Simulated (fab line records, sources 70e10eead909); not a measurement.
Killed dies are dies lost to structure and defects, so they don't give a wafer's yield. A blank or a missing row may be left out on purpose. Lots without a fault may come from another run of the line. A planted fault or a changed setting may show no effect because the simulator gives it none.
Chamber matching | flow nand_harc | NHARC_A_STAIRCASE_DEP_280 on pecvd-01: 3 sister chambers
The step deposits SiON, target thk 30 nm. 24 wafers are shown with their chamber, then 12 later ones without.

WAFERS WITH THEIR CHAMBER
wafer  | chamber | heater_power_w (W)
L075.2 | 2       | 604
L075.3 | 0       | 704
L075.4 | 0       | 715
L074.1 | 2       | 664
L074.2 | 1       | 697
L074.6 | 2       | 663
L079.1 | 2       | 548
L079.2 | 0       | 655
L079.5 | 2       | 551
L080.3 | 1       | 672
L080.5 | 0       | 724
L080.6 | 1       | 680
L081.1 | 2       | 601
L081.3 | 1       | 798
L081.6 | 1       | 809
L083.1 | 0       | 694
L083.2 | 1       | 775
L083.5 | 1       | 792
L084.3 | 0       | 756
L084.5 | 1       | 723
L084.6 | 0       | 733
L086.2 | 1       | 764
L086.3 | 0       | 755
L086.6 | 2       | 664

SIGNATURES (means of the wafers above)
reading        | chamber 0 | chamber 1 | chamber 2 | scatter within a chamber
heater_power_w | 717.00    | 745.56    | 613.57    | 47.1
Rule: a wafer's distance from a chamber is the root of the sum, over the readings, of the square of ((its reading less the chamber's mean) divided by the reading's scatter). The wafer belongs to the nearest chamber; if the next one is less than 2 further off, it can't be placed. The scatter: the root of (the sum of the squares of (reading less its chamber's mean) over the shown wafers, divided by (wafers less chambers)).

WAFERS WITHOUT THEIR CHAMBER
wafer  | heater_power_w (W)
L087.1 | 638
L087.5 | 645
L087.6 | 750
L092.1 | 621
L092.5 | 637
L092.6 | 814
L095.1 | 631
L095.4 | 663
L095.5 | 678
L097.2 | 650
L097.4 | 748
L097.5 | 695

WHICH CHAMBER EACH WENT THROUGH
wafer  | from the rows above          | in truth
L087.1 | can't be placed: 2 or 0 or 1 | 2
L087.5 | can't be placed: 2 or 0 or 1 | 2
L087.6 | can't be placed: 1 or 0      | 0
L092.1 | can't be placed: 2 or 0      | 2
L092.5 | can't be placed: 2 or 0 or 1 | 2
L092.6 | can't be placed: 1 or 0      | 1
L095.1 | can't be placed: 2 or 0      | 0
L095.4 | can't be placed: 2 or 0 or 1 | 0
L095.5 | can't be placed: 0 or 2 or 1 | 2
L097.2 | can't be placed: 2 or 0 or 1 | 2
L097.4 | can't be placed: 1 or 0      | 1
L097.5 | can't be placed: 0 or 1 or 2 | 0
Placed correctly: 0 of 12. Can't be placed from these rows: 12 (the true chamber is among the candidates in 12). Placed wrongly: 0.
